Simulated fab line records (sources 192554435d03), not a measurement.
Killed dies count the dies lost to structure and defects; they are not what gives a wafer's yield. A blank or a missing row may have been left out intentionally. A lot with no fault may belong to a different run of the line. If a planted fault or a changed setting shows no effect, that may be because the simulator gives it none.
fab line records || flow n5_finfet
record: {"lots": 7, "wafers": 39}
route steps=1938 shown MOL_CONTACT_COAG@615
start_h: hours from the record's opening day to when the first of the lot's shown wafers began || wait_h: hours since the lot's step before || " the same as in the row above || L1.1+2: a single row standing in for several wafers || - no value, or no start given || * or withheld: withheld || < > ~ a bound
route shown NAME@n: NAME is a module with steps in the file, n the number in the route of the first one || usual: the fault-free wafers' mean and standard deviation || same: alike in all rows || chamber/n: place in a boat || sites: each site's reading || _std_site: their standard deviation || _edge_site: outer sites' mean less inner sites' || radius_mm: how far each site lies from the wafer's centre || mask NAME#n: copy n || behind: the last tool/chamber to shape the wafer || hold: why the lot went on hold/how many hours it stayed there/how the hold came to an end || device: the n, p or np transistor that did not switch || end of line: the route-end tests of the same wafers || a step with no rows: only its recipe || killed: dies lost to structure and defects at the first sort, not the wafer's yield || map: per-die view of a wafer (x killed, . not killed, _ where there is no die)
set.NAME: the run value of the setting; set.NAME@STEP: its run value at that earlier step || model.NAME: the simulator's own value behind a step, which no gauge read
lots with deliberately changed settings; one table per step, one row per wafer
== steps ==
step: N5_MOL_CONTACT_COAG_VIA_ETCH_117
recipe: {"chemistry": "C4F6/O2", "target_depth_a": 400, "overetch_a": 80, "mask_material": "SOC", "target": "SiO2", "bias_w": 455, "pressure_mtorr": 10, "time_s": 26, "source_w": 325, "Ar_flow_sccm": 300, "C4F6_flow_sccm": 10, "O2_flow_sccm": 10, "ion_energy_ev": 575.3, "ends": "end_point"}
usual: {"rf_vpp_V": "1592/17"}
{"lot.wafer": "L076.1", "tool": "rie_diel-04", "chamber": 0, "start_h": 116.69, "wait_h": 0.0, "set.bias_w": 455, "rf_vpp_V": 1558}
{"lot.wafer": "L076.2", "tool": "rie_diel-04", "chamber": 1, "start_h": 116.69, "wait_h": 0.0, "set.bias_w": 455, "rf_vpp_V": 1566}
{"lot.wafer": "L076.3", "tool": "rie_diel-04", "chamber": 2, "start_h": 116.69, "wait_h": 0.0, "set.bias_w": 455, "rf_vpp_V": 1603}
{"lot.wafer": "L076.4", "tool": "rie_diel-04", "chamber": 3, "start_h": 116.69, "wait_h": 0.0, "set.bias_w": 455, "rf_vpp_V": 1613}
{"lot.wafer": "L076.5", "tool": "rie_diel-04", "chamber": 3, "start_h": 116.69, "wait_h": 0.0, "set.bias_w": 455, "rf_vpp_V": 1612}
{"lot.wafer": "L076.6", "tool": "rie_diel-04", "chamber": 2, "start_h": 116.69, "wait_h": 0.0, "set.bias_w": 455, "rf_vpp_V": 1603}
{"lot.wafer": "L080.1", "tool": "rie_diel-04", "chamber": 1, "start_h": 134.20, "wait_h": 0.0, "set.bias_w": 455, "rf_vpp_V": 1566}
{"lot.wafer": "L080.2", "tool": "rie_diel-04", "chamber": 3, "start_h": 134.20, "wait_h": 0.0, "set.bias_w": 455, "rf_vpp_V": 1613}
{"lot.wafer": "L080.3", "tool": "rie_diel-04", "chamber": 2, "start_h": 134.20, "wait_h": 0.0, "set.bias_w": 497.3, "rf_vpp_V": 1712}
{"lot.wafer": "L080.4", "tool": "rie_diel-04", "chamber": 2, "start_h": 134.20, "wait_h": 0.0, "set.bias_w": 497.3, "rf_vpp_V": 1713}
{"lot.wafer": "L080.5", "tool": "rie_diel-04", "chamber": 3, "start_h": 134.20, "wait_h": 0.0, "set.bias_w": 455, "rf_vpp_V": 1613}
{"lot.wafer": "L080.6", "tool": "rie_diel-04", "chamber": 1, "start_h": 134.20, "wait_h": 0.0, "set.bias_w": 497.3, "rf_vpp_V": 1672}
{"lot.wafer": "L085.2", "tool": "rie_diel-01", "chamber": 2, "start_h": 214.00, "wait_h": 0.0, "set.bias_w": 455, "rf_vpp_V": 1578}
{"lot.wafer": "L085.3", "tool": "rie_diel-01", "chamber": 0, "start_h": 214.00, "wait_h": 0.0, "set.bias_w": 455, "rf_vpp_V": 1611}
{"lot.wafer": "L085.5", "tool": "rie_diel-01", "chamber": 2, "start_h": 214.00, "wait_h": 0.0, "set.bias_w": 455, "rf_vpp_V": 1577}
{"lot.wafer": "L088.1", "tool": "rie_diel-04", "chamber": 3, "start_h": 214.57, "wait_h": 0.0, "set.bias_w": 533.7, "rf_vpp_V": 1814}
{"lot.wafer": "L088.2", "tool": "rie_diel-04", "chamber": 0, "start_h": 214.57, "wait_h": 0.0, "set.bias_w": 533.7, "rf_vpp_V": 1782}
{"lot.wafer": "L088.3", "tool": "rie_diel-04", "chamber": 2, "start_h": 214.57, "wait_h": 0.0, "set.bias_w": 455, "rf_vpp_V": 1603}
{"lot.wafer": "L088.4", "tool": "rie_diel-04", "chamber": 1, "start_h": 214.57, "wait_h": 0.0, "set.bias_w": 455, "rf_vpp_V": 1565}
{"lot.wafer": "L088.5", "tool": "rie_diel-04", "chamber": 3, "start_h": 214.57, "wait_h": 0.0, "set.bias_w": 533.7, "rf_vpp_V": 1814}
{"lot.wafer": "L088.6", "tool": "rie_diel-04", "chamber": 2, "start_h": 214.57, "wait_h": 0.0, "set.bias_w": 455, "rf_vpp_V": 1603}
{"lot.wafer": "L087.1", "tool": "rie_diel-06", "chamber": 0, "start_h": 214.66, "wait_h": 0.0, "set.bias_w": 455, "rf_vpp_V": 1557}
{"lot.wafer": "L087.2", "tool": "rie_diel-06", "chamber": 3, "start_h": 214.66, "wait_h": 0.0, "set.bias_w": 455, "rf_vpp_V": 1580}
{"lot.wafer": "L087.3", "tool": "rie_diel-06", "chamber": 2, "start_h": 214.66, "wait_h": 0.0, "set.bias_w": 455, "rf_vpp_V": 1605}
{"lot.wafer": "L087.4", "tool": "rie_diel-06", "chamber": 0, "start_h": 214.66, "wait_h": 0.0, "set.bias_w": 455, "rf_vpp_V": 1558}
{"lot.wafer": "L087.5", "tool": "rie_diel-06", "chamber": 2, "start_h": 214.66, "wait_h": 0.0, "set.bias_w": 455, "rf_vpp_V": 1604}
{"lot.wafer": "L087.6", "tool": "rie_diel-06", "chamber": 3, "start_h": 214.66, "wait_h": 0.0, "set.bias_w": 455, "rf_vpp_V": 1579}
{"lot.wafer": "L091.1", "tool": "rie_diel-04", "chamber": 3, "start_h": 232.20, "wait_h": 0.0, "set.bias_w": 507.3, "rf_vpp_V": 1748}
{"lot.wafer": "L091.2", "tool": "rie_diel-04", "chamber": 2, "start_h": 232.20, "wait_h": 0.0, "set.bias_w": 507.3, "rf_vpp_V": 1737}
{"lot.wafer": "L091.3", "tool": "rie_diel-04", "chamber": 1, "start_h": 232.20, "wait_h": 0.0, "set.bias_w": 455, "rf_vpp_V": 1566}
{"lot.wafer": "L091.4", "tool": "rie_diel-04", "chamber": 0, "start_h": 232.20, "wait_h": 0.0, "set.bias_w": 455, "rf_vpp_V": 1583}
{"lot.wafer": "L091.5", "tool": "rie_diel-04", "chamber": 1, "start_h": 232.20, "wait_h": 0.0, "set.bias_w": 507.3, "rf_vpp_V": 1698}
{"lot.wafer": "L091.6", "tool": "rie_diel-04", "chamber": 0, "start_h": 232.20, "wait_h": 0.0, "set.bias_w": 455, "rf_vpp_V": 1585}
{"lot.wafer": "L096.1", "tool": "rie_diel-01", "chamber": 1, "start_h": 278.82, "wait_h": 0.0, "set.bias_w": 409.9, "rf_vpp_V": 1469}
{"lot.wafer": "L096.2", "tool": "rie_diel-01", "chamber": 2, "start_h": 278.82, "wait_h": 0.0, "set.bias_w": 455, "rf_vpp_V": 1579}
{"lot.wafer": "L096.3", "tool": "rie_diel-01", "chamber": 0, "start_h": 278.82, "wait_h": 0.0, "set.bias_w": 455, "rf_vpp_V": 1612}
{"lot.wafer": "L096.4", "tool": "rie_diel-01", "chamber": 3, "start_h": 278.82, "wait_h": 0.0, "set.bias_w": 455, "rf_vpp_V": 1594}
{"lot.wafer": "L096.5", "tool": "rie_diel-01", "chamber": 3, "start_h": 278.82, "wait_h": 0.0, "set.bias_w": 409.9, "rf_vpp_V": 1475}
{"lot.wafer": "L096.6", "tool": "rie_diel-01", "chamber": 2, "start_h": 278.82, "wait_h": 0.0, "set.bias_w": 409.9, "rf_vpp_V": 1458}
== key ==
split: {"step": "N5_MOL_CONTACT_COAG_VIA_ETCH_117", "setting": "bias_w", "stated": 455, "by": "wafer"}
response: {"step": "N5_MOL_CONTACT_COAG_VIA_ETCH_117", "reading": "rf_vpp_V", "change": "+12.4", "per": "1%", "r": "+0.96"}
